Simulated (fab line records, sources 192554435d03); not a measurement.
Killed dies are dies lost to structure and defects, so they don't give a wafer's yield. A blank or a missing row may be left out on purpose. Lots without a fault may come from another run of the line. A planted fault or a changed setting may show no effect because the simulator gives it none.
Chamber matching | flow n5_finfet | N5_FIN_CUT_CUT_ETCH_27 on rie_diel-02: 4 sister chambers
The step etches SiO2 in CHF3/O2, target depth 4 nm, overetch 2 nm, time 4.9 s. 18 wafers are shown with their chamber, then 9 later ones without.

WAFERS WITH THEIR CHAMBER
wafer  | chamber | drypump_motor_current_A (A) | rf_vpp_V (V) | throttle_valve_pct (%)
L074.2 | 2       | 6.4                         | 521          | 19.14
L074.3 | 3       | 6.2                         | 530          | 18.94
L074.6 | 3       | 6.2                         | 530          | 18.94
L077.1 | 1       | 5.2                         | 510          | 19.22
L077.5 | 0       | 5.6                         | 514          | 19.00
L077.6 | 3       | 6.2                         | 532          | 18.94
L078.1 | 3       | 6.2                         | 532          | 18.94
L078.3 | 1       | 5.2                         | 509          | 19.21
L078.6 | 3       | 6.2                         | 529          | 18.95
L081.2 | 3       | 6.2                         | 531          | 18.97
L081.4 | 0       | 5.6                         | 514          | 19.01
L081.5 | 3       | 6.2                         | 531          | 18.95
L083.3 | 2       | 6.4                         | 520          | 19.16
L083.5 | 2       | 6.3                         | 521          | 19.15
L083.6 | 1       | 5.2                         | 510          | 19.23
L085.3 | 2       | 6.4                         | 520          | 19.16
L085.4 | 1       | 5.2                         | 509          | 19.24
L085.5 | 3       | 6.2                         | 530          | 18.97

SIGNATURES (means of the wafers above)
reading                 | chamber 0 | chamber 1 | chamber 2 | chamber 3 | scatter within a chamber
drypump_motor_current_A | 5.600     | 5.200     | 6.375     | 6.200     | 0.0231
rf_vpp_V                | 514.00    | 509.50    | 520.50    | 530.62    | 0.84
throttle_valve_pct      | 19.0050   | 19.2250   | 19.1525   | 18.9500   | 0.012
Rule: a wafer's distance from a chamber is the root of the sum, over the readings, of the square of ((its reading less the chamber's mean) divided by the reading's scatter). The wafer belongs to the nearest chamber; if the next one is less than 2 further off, it can't be placed. The scatter: the root of (the sum of the squares of (reading less its chamber's mean) over the shown wafers, divided by (wafers less chambers)).

WAFERS WITHOUT THEIR CHAMBER
wafer  | drypump_motor_current_A (A) | rf_vpp_V (V) | throttle_valve_pct (%)
L091.2 | 5.6                         | 515          | 18.68
L091.4 | 6.4                         | 520          | 19.18
L091.6 | 6.2                         | 531          | 18.98
L092.4 | 5.2                         | 509          | 19.27
L092.5 | 5.6                         | 514          | 18.66
L092.6 | 5.2                         | 509          | 19.25
L093.1 | 6.4                         | 521          | 19.20
L093.5 | 6.4                         | 520          | 19.20
L093.6 | 5.2                         | 509          | 19.28

WHICH CHAMBER EACH WENT THROUGH
wafer  | from the rows above | in truth
L091.2 | 0                   | 0
L091.4 | 2                   | 2
L091.6 | 3                   | 3
L092.4 | 1                   | 1
L092.5 | 0                   | 0
L092.6 | 1                   | 1
L093.1 | 2                   | 2
L093.5 | 2                   | 2
L093.6 | 1                   | 1
Placed correctly: 9 of 9. Can't be placed from these rows: 0. Placed wrongly: 0.
